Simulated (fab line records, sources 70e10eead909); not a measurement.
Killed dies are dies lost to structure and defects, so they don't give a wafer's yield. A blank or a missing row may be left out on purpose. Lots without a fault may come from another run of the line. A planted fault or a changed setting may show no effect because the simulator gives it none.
Chamber matching | flow nand_harc | NHARC_A_STAIRCASE_ETCH_444 on rie_diel-12: 4 sister chambers
The step etches the open film in C4F8/O2, target depth 20400 nm, time 6800 s. 8 wafers are shown with their chamber, then 9 later ones without.

WAFERS WITH THEIR CHAMBER
wafer  | chamber | rf_vpp_V (V) | oes_product_au (a.u.)
L079.4 | 0       | 810          | 0.984
L079.5 | 0       | 811          | 0.991
L085.2 | 3       | 802          | 0.909
L086.5 | 1       | 814          | 0.921
L086.6 | 2       | 801          | 0.923
L089.1 | 3       | 803          | 0.926
L089.5 | 1       | 814          | 0.918
L089.6 | 2       | 800          | 0.930

WAFERS WITHOUT THEIR CHAMBER
wafer  | rf_vpp_V (V) | oes_product_au (a.u.)
L092.1 | 804          | 0.925
L092.3 | 809          | 0.918
L092.5 | 809          | 0.921
L095.1 | 810          | 0.952
L095.3 | 804          | 0.971
L095.4 | 814          | 0.958
L096.2 | 800          | 0.970
L096.4 | 810          | 0.975
L096.6 | 810          | 0.975

WHICH CHAMBER EACH WENT THROUGH
wafer  | from the rows above     | in truth
L092.1 | 3                       | 3
L092.3 | 1                       | 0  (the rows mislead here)
L092.5 | can't be placed: 1 or 0 | 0
L095.1 | 0                       | 0
L095.3 | can't be placed: 3 or 2 | 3
L095.4 | can't be placed: 1 or 0 | 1
L096.2 | 2                       | 2
L096.4 | 0                       | 0
L096.6 | 0                       | 0
Placed correctly: 5 of 9. Can't be placed from these rows: 3 (the true chamber is among the candidates in 3). Placed wrongly: 1.
How it was worked out, from the rows above alone: a wafer's distance from a chamber is the root of the sum, over the readings, of the square of ((its reading less the chamber's mean) divided by the reading's scatter). The wafer belongs to the nearest chamber; if the next one is less than 2 further off, it can't be placed. A chamber's mean is the mean of its shown wafers. The scatter: the root of (the sum of the squares of (reading less its chamber's mean) over the shown wafers, divided by (wafers less chambers)).
